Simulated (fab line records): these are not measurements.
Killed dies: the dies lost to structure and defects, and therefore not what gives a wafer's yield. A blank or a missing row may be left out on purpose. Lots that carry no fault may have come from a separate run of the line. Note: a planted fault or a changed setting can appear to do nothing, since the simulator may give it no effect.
Split-lot study / flow n5Finfet / 21 wafers read from 7 lots, route of 1938 steps

THE SPLIT ITSELF
At N5_BEOL_M14_COAT_58 (time 60 s, resist thk 89 nm), the setting spinRpm was moved away from the recipe's 1500 rpm on 9 of the 21 wafers read, by -7.1% to +10.7%. For the rest of the wafers, this setting stayed at what the recipe calls for.

FROM THE SPLIT TO THE READING: what the file shows between them, 3 steps
- N5_BEOL_M14_COAT_04: resist thk 800 nm
- N5_BEOL_M14_EBR_06
- N5_BEOL_M14_DESCUM_15: chemistry O2, time 7.9 s

THE READING
etch.depthNm (the simulator's own value, which no gauge read), in nm, at N5_BEOL_M14_ETCH_59 (etches BARC in N2/H2, target depth 89 nm, overetch 26.7 nm, time 67.9 s). The file does not state a usual value for it. Here, 12 wafers ran the recipe; their average is 88.93 nm with a standard deviation of 0.19 nm.

wafer=L077.2; tool, chamber at the split=lithoTrack-05, 0; spinRpm as run, rpm=1661; against the recipe=+10.7%; etch.depthNm, nm=84.54; against lot-mates on the recipe=-4.41
wafer=L077.4; tool, chamber at the split=lithoTrack-05, 0; spinRpm as run, rpm=1500; against the recipe=recipe; etch.depthNm, nm=88.91; against lot-mates on the recipe=-
wafer=L077.6; tool, chamber at the split=lithoTrack-05, 0; spinRpm as run, rpm=1500; against the recipe=recipe; etch.depthNm, nm=88.99; against lot-mates on the recipe=-
wafer=L079.4; tool, chamber at the split=lithoTrack-01, 0; spinRpm as run, rpm=1500; against the recipe=recipe; etch.depthNm, nm=89.12; against lot-mates on the recipe=-
wafer=L079.5; tool, chamber at the split=lithoTrack-01, 0; spinRpm as run, rpm=1393; against the recipe=-7.1%; etch.depthNm, nm=92.65; against lot-mates on the recipe=+3.53
wafer=L079.6; tool, chamber at the split=lithoTrack-01, 0; spinRpm as run, rpm=1393; against the recipe=-7.1%; etch.depthNm, nm=92.65; against lot-mates on the recipe=+3.53
wafer=L074.3; tool, chamber at the split=lithoTrack-04, 0; spinRpm as run, rpm=1500; against the recipe=recipe; etch.depthNm, nm=88.67; against lot-mates on the recipe=-
wafer=L074.4; tool, chamber at the split=lithoTrack-04, 0; spinRpm as run, rpm=1500; against the recipe=recipe; etch.depthNm, nm=88.72; against lot-mates on the recipe=-
wafer=L074.6; tool, chamber at the split=lithoTrack-04, 0; spinRpm as run, rpm=1500; against the recipe=recipe; etch.depthNm, nm=88.71; against lot-mates on the recipe=-
wafer=L082.1; tool, chamber at the split=lithoTrack-05, 0; spinRpm as run, rpm=1500; against the recipe=recipe; etch.depthNm, nm=88.79; against lot-mates on the recipe=-
wafer=L082.5; tool, chamber at the split=lithoTrack-05, 0; spinRpm as run, rpm=1500; against the recipe=recipe; etch.depthNm, nm=88.9; against lot-mates on the recipe=-
wafer=L082.6; tool, chamber at the split=lithoTrack-05, 0; spinRpm as run, rpm=1500; against the recipe=recipe; etch.depthNm, nm=88.91; against lot-mates on the recipe=-
wafer=L085.3; tool, chamber at the split=lithoTrack-04, 0; spinRpm as run, rpm=1599; against the recipe=+6.6%; etch.depthNm, nm=86.25; against lot-mates on the recipe=-2.68
wafer=L085.4; tool, chamber at the split=lithoTrack-04, 0; spinRpm as run, rpm=1500; against the recipe=recipe; etch.depthNm, nm=88.93; against lot-mates on the recipe=-
wafer=L085.6; tool, chamber at the split=lithoTrack-04, 0; spinRpm as run, rpm=1599; against the recipe=+6.6%; etch.depthNm, nm=86.21; against lot-mates on the recipe=-2.72
wafer=L087.4; tool, chamber at the split=lithoTrack-01, 0; spinRpm as run, rpm=1500; against the recipe=recipe; etch.depthNm, nm=89.35; against lot-mates on the recipe=-
wafer=L087.5; tool, chamber at the split=lithoTrack-01, 0; spinRpm as run, rpm=1451; against the recipe=-3.3%; etch.depthNm, nm=90.27; against lot-mates on the recipe=+0.92
wafer=L087.6; tool, chamber at the split=lithoTrack-01, 0; spinRpm as run, rpm=1451; against the recipe=-3.3%; etch.depthNm, nm=90.44; against lot-mates on the recipe=+1.09
wafer=L092.1; tool, chamber at the split=lithoTrack-05, 0; spinRpm as run, rpm=1500; against the recipe=recipe; etch.depthNm, nm=89.13; against lot-mates on the recipe=-
wafer=L092.4; tool, chamber at the split=lithoTrack-05, 0; spinRpm as run, rpm=1430; against the recipe=-4.7%; etch.depthNm, nm=91.19; against lot-mates on the recipe=+2.06
wafer=L092.5; tool, chamber at the split=lithoTrack-05, 0; spinRpm as run, rpm=1430; against the recipe=-4.7%; etch.depthNm, nm=91.08; against lot-mates on the recipe=+1.95

THE FIT
A straight line over all 21 wafers: etch.depthNm changes by -0.447 nm for each +1% of spinRpm; r = -0.99; the points scatter about the line by 0.24 nm.
The same after taking each lot's own level away (the mean of its wafers on the recipe; 21 wafers): -0.429 nm for each +1%; r = -0.99; scatter 0.21 nm.
According to that fit, moving spinRpm by its largest amount changes the reading by 4.6 nm.
From 88.700 to 89.350 nm: that is the span of the lots' own levels, equal to 3.4 times the standard deviation above.
The two slopes agree, so the slope changes little with the lot-to-lot level.
Check: for one of the wafers moved furthest among these (+10.7%), held out of the fit, the line's prediction against its lot-mates is -4.68 nm. It came out at -4.41 nm against them.

ADDITIONAL SPLITS CARRIED BY THESE WAFERS
These wafers also went through other splits before the reading. Each is held against what the fit with the lots' levels taken away leaves over:
other split on the same wafers=N5_BEOL_M13_EXPOSE_07 doseMj; wafers away from the commonest value=8; r with etch.depthNm (lot level and that fit taken away)=-0.17
other split on the same wafers=N5_BEOL_M14_ILD_DEP_00 timeS; wafers away from the commonest value=10; r with etch.depthNm (lot level and that fit taken away)=-0.01

THE WHOLE CHAIN: every reading that the file lists as answering this split, in the file's order
step=N5_BEOL_M14_COAT_58; what it does=time 60 s, resist thk 89 nm; reading=BARC_of_BEOL_M14_COAT_58.thkNm (the simulator's own value, which no gauge read); change (the file's fit)=-0.42 nm for each +1% of the setting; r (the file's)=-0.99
step=N5_BEOL_M14_ETCH_59; what it does=etches BARC in N2/H2, target depth 89 nm, overetch 26.7 nm, time 67.9 s; reading=etch.depthNm (the simulator's own value, which no gauge read); change (the file's fit)=-0.425 nm for each +1% of the setting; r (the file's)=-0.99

FILE'S OWN FIT
etch.depthNm changes by -0.425 nm for each +1% of spinRpm, r = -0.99.
